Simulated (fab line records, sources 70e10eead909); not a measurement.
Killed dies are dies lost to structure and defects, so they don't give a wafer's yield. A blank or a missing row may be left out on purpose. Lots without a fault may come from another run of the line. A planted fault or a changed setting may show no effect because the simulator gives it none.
Problem report in the 8D (eight disciplines) form, filled by code | flow nand_harc | the parts of the form that need people (team, actions taken, sign-off) are left out

1. THE PROBLEM
time_to_endpoint_s at NHARC_A_M0_CMP_23 reads a mean of 11.6 s on 3 wafers of 2 lots; wafers without a fault read 29.0 s with a standard deviation of 2. That is -8.7 standard deviations from the usual mean.
The step: polishes, t overpolish 20 s, target thk 113.75 nm.
First seen on wafer L407.1, day 30 11:35, on cmp-04. The record holds 36 wafers of 12 lots with a number at this step. Rule for "out", or "out of limits": more than 4 standard deviations from the usual mean. The other wafers with a number count as sound.

2. WHAT IT IS AND WHAT IT IS NOT
question                    | is                     | is not
which readings at this step | time_to_endpoint_s     | edge_zone_pressure_frac, motor_current_A
which lots                  | L407, L409             | L389, L390, L392, L394, L395, L397, L398, L399, L400, L412
which wafers of those lots  | L407.1, L409.4, L409.5 | L407.3, L407.6, L409.6
read on which tools         | cmp-02, cmp-04         | cmp-01
when                        | from day 30 11:35      | up to then (29 sound wafers); but 4 sound wafers of L409, L412 came after

3. SUSPECTS, AND WHAT RULES EACH OUT
Counting: a tool at a process step up to the reading stays a suspect if it ran every lot that is out. Sound lots after the first of them don't rule it out here, since some wafers of a struck lot are sound.
- pvd_sputter-02 at NHARC_A_M0_PVD_21 (deposits Cu, target thk 30 nm, time 20.49 s): kept. It ran every lot that is out, first L407 (day 30 10:41); its last sound lot up to then is L399 (day 26 18:53). NHARC_A_M0_PVD_21 gives no start for some lots, so the hours and the order of its lots are those of NHARC_A_M0_ECD_22.
- ecd_cu-02 at NHARC_A_M0_ECD_22 (material Cu, target thk 400 nm): kept. It ran every lot that is out, first L407 (day 30 10:41); its last sound lot up to then is L399 (day 26 18:53).
Left after counting: pvd_sputter-02 at NHARC_A_M0_PVD_21, ecd_cu-02 at NHARC_A_M0_ECD_22.

4. THE CAUSE (what the simulator had put in)
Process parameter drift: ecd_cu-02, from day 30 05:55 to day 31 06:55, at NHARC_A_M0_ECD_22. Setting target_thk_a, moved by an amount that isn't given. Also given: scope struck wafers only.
Counting left 2 suspects, and this tool is among them.

5. THE CHAIN OF EFFECTS, in route order
Each row: a reading whose mean over the struck wafers that have a number lies more than 3 standard deviations from the usual. Only readings for which the record gives a usual standard deviation are gone through. hours: the time from each lot's start at the first step in this table that gives one to its start at this step, as a median over the lots. sigmas: the change in usual standard deviations.
hours | step              | reading            | usual  | on struck wafers | change | sigmas
0     | NHARC_A_M0_CMP_23 | time_to_endpoint_s | 29.0 s | 11.6             | -17.4  | -8.7
The process steps in it:
- NHARC_A_M0_CMP_23: polishes, t overpolish 20 s, target thk 113.75 nm.
Later measuring or inspecting steps at which every struck wafer that the step has a row for has a number for every such reading, and none has moved that far: NHARC_END_SORT_01.

6. WHAT WOULD HAVE CAUGHT IT SOONER
In this record the first reading out of limits was taken at day 30 11:35, 6 hours after the fault began at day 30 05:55.
Of the tool readings at NHARC_A_M0_ECD_22 for which the record gives a usual standard deviation, none was out on any struck wafer, so an alarm limit of 4 standard deviations on them would not have fired.
Of the lots that are out (2), L409 began NHARC_A_M0_ECD_22 on ecd_cu-02 after day 30 11:35. A hold on the tool at that time would have spared it.
